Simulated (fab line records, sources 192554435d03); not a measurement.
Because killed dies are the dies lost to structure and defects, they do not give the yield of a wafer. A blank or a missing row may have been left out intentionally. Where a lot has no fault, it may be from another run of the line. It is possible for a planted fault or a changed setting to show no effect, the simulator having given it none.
The same fault as seen by 3 desks	flow n5-finfet	every desk sees just its own numbers, and what lay behind them comes last

THE DEFECT DESK
Inspection counts along the route, by lot: the mean over sampled wafers that carry a number. Any lot whose mean is over 4 standard deviations away from the usual mean is out of limits and marked OUT; that distance is given in the brackets.
Columns: A = raw-defect-count at N5_FIN_CUT_INSPECT_10, usual 38
lot	first seen here	A
L817	day 2 02:06	44
L824	day 3 21:12	46
L826	day 4 09:43	38
L827	day 4 16:16	34
L837	day 7 03:24	38
L838	day 7 10:16	42
This desk found nothing out of limits on any of the 6 lots.

AT THE METROLOGY DESK
What the gauges read for every lot (on any tool): the sampled wafers with a number, averaged. Any lot whose mean is over 4 standard deviations away from the usual mean is out of limits and marked OUT; that distance is given in the brackets. Of its 12 readings 7 are shown: those that lie furthest out on some lot.
Columns: A = cd-nm at N5_FIN_CUT_CD_MEAS_08, usual 29.10 nm; B = FIN_CUT_OVL at N5_FIN_CUT_OVL_MEAS_09, usual 0.1 nm; C = IOFF_N at N5_BEOL_M4_RC_MEAS_101, usual 0.161 nA/um; D = IOFF_P at N5_BEOL_M4_RC_MEAS_101, usual 0.209 nA/um; E = ION_N at N5_BEOL_M4_RC_MEAS_101, usual 676 uA/um; F = VT_N at N5_BEOL_M4_RC_MEAS_101, usual 249.1 mV; G = VT_P at N5_BEOL_M4_RC_MEAS_101, usual -249.9 mV
lot	first seen here	A	B	C	D	E	F	G
L817	day 2 02:01	29.26	0.5	0.126	0.172	667	251.0	-253.5
L824	day 3 21:07	29.00	1.2	0.141	0.175	681	249.5	-253.7
L826	day 4 09:38	28.85	-0.3	0.160	0.196	679	247.2	-250.0
L827	day 4 16:11	29.03	-0.2	0.166	0.201	677	248.6	-249.2
L837	day 7 03:19	29.09	0.9	0.182	0.220	688	247.7	-249.4
L838	day 7 10:11	29.46	-0.2	0.144	0.218	668	253.5	-248.8
This desk found nothing out of limits on any of the 6 lots.

AT THE TOOL OWNER'S DESK: rie-diel-06
The tool's own readings at N5_FIN_CUT_CUT_ETCH_26 (etches SiNx in CH3F/O2, target depth 39 nm, time 55.7 s): means of the sampled wafers that have a number, for each lot that ran on this tool. Any lot whose mean is over 4 standard deviations away from the usual mean is out of limits and marked OUT; that distance is given in the brackets.
Columns: A = O2_flow_sccm at N5_FIN_CUT_CUT_ETCH_26, usual 20.00 sccm; B = drypump-motor-current-A at N5_FIN_CUT_CUT_ETCH_26, usual 5.9 A; C = oes_ar_750_au at N5_FIN_CUT_CUT_ETCH_26, usual 0.80 a.u.; D = oes-product-au at N5_FIN_CUT_CUT_ETCH_26, usual 0.79 a.u.; E = rf-vpp-V at N5_FIN_CUT_CUT_ETCH_26, usual 298 V; F = showerhead-plenum-p-Torr at N5_FIN_CUT_CUT_ETCH_26, usual 2.03 Torr; G = throttle-valve-pct at N5_FIN_CUT_CUT_ETCH_26, usual 16.34 %
lot	first seen here	A	B	C	D	E	F	G
L826	day 4 10:20	20.03	6.0	0.75	0.74	293	2.05	16.33
L827	day 4 16:44	20.01	5.9	0.75	0.74	293	2.03	16.35
L837	day 7 03:52	20.03	6.0	0.82	0.89	294	2.05	16.21
L838	day 7 10:44	19.96	5.6	0.78	0.86	297	2.01	16.43
This desk found nothing out of limits on any of the 4 lots.

BROUGHT TOGETHER
No out-of-limits result turned up at the defect desk.
From the metrology desk's view, nothing was out of limits.
The desk of the tool owner found nothing out of limits.

WHAT THE SIMULATOR PUT IN
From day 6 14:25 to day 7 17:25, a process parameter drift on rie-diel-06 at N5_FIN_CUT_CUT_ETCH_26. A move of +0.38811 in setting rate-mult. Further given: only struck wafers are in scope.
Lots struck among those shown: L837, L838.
